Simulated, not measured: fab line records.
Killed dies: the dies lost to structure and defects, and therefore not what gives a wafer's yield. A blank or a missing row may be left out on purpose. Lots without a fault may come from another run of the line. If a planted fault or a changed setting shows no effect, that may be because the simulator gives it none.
Comparing a struck lot with a sound one | flow n5-finfet | 39 steps out of a route of 1938
Sound: these wafers, L307.1, L307.3, L307.5. Struck: wafers L295.4, L295.5. (L295.3 of the same lot was not struck and is left out.) The cause comes at the end.
Order at every step that has rows: each side's tool, ch and its chambers, its first start. Under that, the readings that differ: sound wafers | struck wafers | difference of the means | sigmas: that difference in standard deviations of wafers without a fault.
alike: readings whose means differ by less than 2 such deviations, and words and numbers that are the same on both sides. not compared: withheld readings, readings that some wafer has no value for, bounds like >300 that may hide the same value, and numbers for which the record gives no deviation and whose values overlap.
The two part at a step that has a row with sigmas, a row that says differs or no value, or rows on one side only. When numbers do not overlap yet have no deviation, they are printed without sigmas and do not part them. A reading missing from all wafers of one side parts the sides only when that side holds two or more wafers.

first, 12 steps without rows for these wafers: N5_MOL_CONTACT_COAG_PRECLEAN_111 (cleans in NF3:NH3, afs cycles 1, time 20 s, sublimation time 60 s); N5_MOL_CONTACT_COAG_TI_SIL_19 (material Ti, target thk 4.2 nm, time 15 s); N5_MOL_CONTACT_COAG_ALD_20 (deposits TiN, target thk 1.5 nm, pulse time 1 s, purge time 3 s); N5_MOL_CONTACT_COAG_SIL_ANNEAL_21 (time 60 s); N5_MOL_CONTACT_COAG_PRE_CLEAN_141 (time 60 s); N5_MOL_CONTACT_COAG_SPUTTER_143 (material Co, target thk 2.5 nm); N5_MOL_CONTACT_COAG_CO_FILL_22 (material Co, precursor CCTBA/H2, target thk 20 nm); N5_MOL_CONTACT_COAG_ANNEAL_113 (time 300 s); N5_MOL_CONTACT_COAG_PRE_CLEAN_142 (time 60 s); N5_MOL_CONTACT_COAG_SPUTTER_130 (material Co, target thk 47.5 nm); N5_MOL_CONTACT_COAG_PRECLEAN_125 (cleans in DIW, time 57.5 s); N5_MOL_CONTACT_COAG_SRD_126 (dry time 32 s).
N5_MOL_CONTACT_COAG_CMP_23: polishes, stops on SiO2, t overpolish 1.5 s, target thk 0 nm.
  sound on cmp-02 ch 0,2,3, day 10 15:08; struck on cmp-02 ch 1, day 7 19:56
  reading                                       | sound          | struck    | difference | sigmas
  time-to-endpoint-s (s)                        | 10.5 8.8 7.1   | 3.6 3.0   | -5.5       | -2
  model.SiNx_of_GATE_CUT_SAC_CAP_01.thk-nm (nm) | 18.2 18.2 18.4 | 16.6 16.6 | -1.7       |
  alike: motor-current-A, overpolish-run-s, slurry-filter-dp-kPa
then, 3 steps without rows for these wafers: N5_MOL_CONTACT_COAG_WET_ETCH_26 (target Co, target depth 13 nm); N5_MOL_CONTACT_COAG_WET_ETCH_116 (etches the open film in SC1-inhibited, target depth 4.6 nm, rinse time 30 s); N5_MOL_CONTACT_COAG_ALD_27 (deposits SiOC, target thk 17 nm, pulse time 1.5 s, time 2720 s).
N5_MOL_CONTACT_COAG_CMP_28: polishes, stops on SiNx, t overpolish 0.85 s, target thk 14.522 nm.
  sound on cmp-03 ch 0,1,3, day 10 17:34; struck on cmp-03 ch 2, day 7 22:36
  reading                                       | sound             | struck      | difference | sigmas
  slurry-filter-dp-kPa (kPa)                    | 13.57 13.81 13.66 | 13.25 13.41 | -0.35      | -2
  model.SiNx_of_GATE_CUT_SAC_CAP_01.thk-nm (nm) | 17.8 17.8 18      | 16.4 16.2   | -1.6       |
  alike: motor-current-A
N5_MOL_CONTACT_COAG_THK_MEAS_29:
  sound: film-metro-02 at day 10 17:47; struck: film-metro-02 at day 7 22:53
  reading         | sound             | struck      | difference | sigmas
  MD_CAP_THK (nm) | 17.95 17.91 18.01 | 16.32 16.22 | -1.69      | -22
then, 19 steps without rows for these wafers: N5_MOL_CONTACT_COAG_ALD_123 (deposits SiNx, target thk 5 nm, pulse time 1 s, purge time 2 s); N5_MOL_CONTACT_COAG_PECVD_31 (deposits SiO2 from TEOS/O2, target thk 46 nm, time 8.9 s); N5_MOL_CONTACT_COAG_COAT_75 (time 60 s, resist thk 60 nm); N5_MOL_CONTACT_COAG_COAT_76 (time 60 s, resist thk 10 nm); N5_MOL_CONTACT_COAG_COAT_77 (time 60 s, resist thk 10 nm); N5_MOL_CONTACT_COAG_COAT_78 (resist thk 40 nm); N5_MOL_CONTACT_COAG_EBR_80; N5_MOL_CONTACT_COAG_SOFTBAKE_79 (time 60 s); N5_MOL_CONTACT_COAG_EXPOSE_81 (exposes mask VG, defocus 0 nm); N5_MOL_CONTACT_COAG_PEB_82 (peb time 60 s); N5_MOL_CONTACT_COAG_DEVELOP_83 (develop time 30 s); N5_MOL_CONTACT_COAG_DESCUM_88 (chemistry O2, time 7 s); N5_MOL_CONTACT_COAG_ETCH_89 (etches underlayer in N2/H2, target depth 13 nm, time 10.4 s); N5_MOL_CONTACT_COAG_ETCH_90 (etches SiARC in CF4, target depth 13 nm, time 21.7 s); N5_MOL_CONTACT_COAG_ALD_131 (deposits SiO2, target thk 5 nm, pulse time 1 s, co reactant pulse time 1 s); N5_MOL_CONTACT_COAG_ETCHBACK_132 (etches SiO2 in CHF3, target depth 10 nm, time 6.7 s); N5_MOL_CONTACT_COAG_ETCH_91 (etches SOC in N2/H2, target depth 60 nm, overetch 21 nm, time 101.2 s); N5_MOL_CONTACT_COAG_STRIP_92 (strips in N2/H2); N5_MOL_CONTACT_COAG_STRIP_93 (strips in N2/H2).
N5_MOL_CONTACT_COAG_ETCH_47: etches SiNx in CH3F/O2, stops on W, target depth 27 nm.
  sound on rie-diel-01 ch 0,1,3, day 10 19:54; struck on rie-diel-04 ch 1,3, day 8 00:36
  reading                                      | sound             | struck      | difference | sigmas
  etch-rf-on-time-s (s)                        | 32.5 31.5 31.0    | 28.6 28.5   | -3.1       | -5
  model.etch.t-clear-s (s)                     | 27.07 26.22 25.78 | 23.84 23.77 | -2.55      |
  model.MOL_CONTACT_COAG.feature-depth-nm (nm) | 18.4 18.4 18.6    | 16.8 16.8   | -1.7       |
  model.etch.depth-nm (nm)                     | 17.89 17.86 18.04 | 16.31 16.21 | -1.67      |
  alike: chamber-pressure-mTorr, drypump-motor-current-A, mfc-ar-sccm, oes_f_703_au, oes-product-au, rf-fwd-power-W, rf-vpp-V, showerhead-plenum-p-Torr, throttle-valve-pct
  not compared: rf-hours-counter-h
-- a jump in the record: the struck wafers' starts before and after are 7 days apart (it breaks off in module MOL_CONTACT_COAG and resumes in module PASSIVATION, where the first step shown is number 1936 of the route) --
N5_PASSIVATION_PROBE_49:
  rows exist in the record for the struck wafers here (prober-02, day 15 10:49), but not for the sound ones

## WHERE THEY PART
First at N5_MOL_CONTACT_COAG_CMP_23; last, within this record, at N5_PASSIVATION_PROBE_49.

WHY: what the simulator had put in
cmp-02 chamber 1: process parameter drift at N5_MOL_CONTACT_COAG_CMP_23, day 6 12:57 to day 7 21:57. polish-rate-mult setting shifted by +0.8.
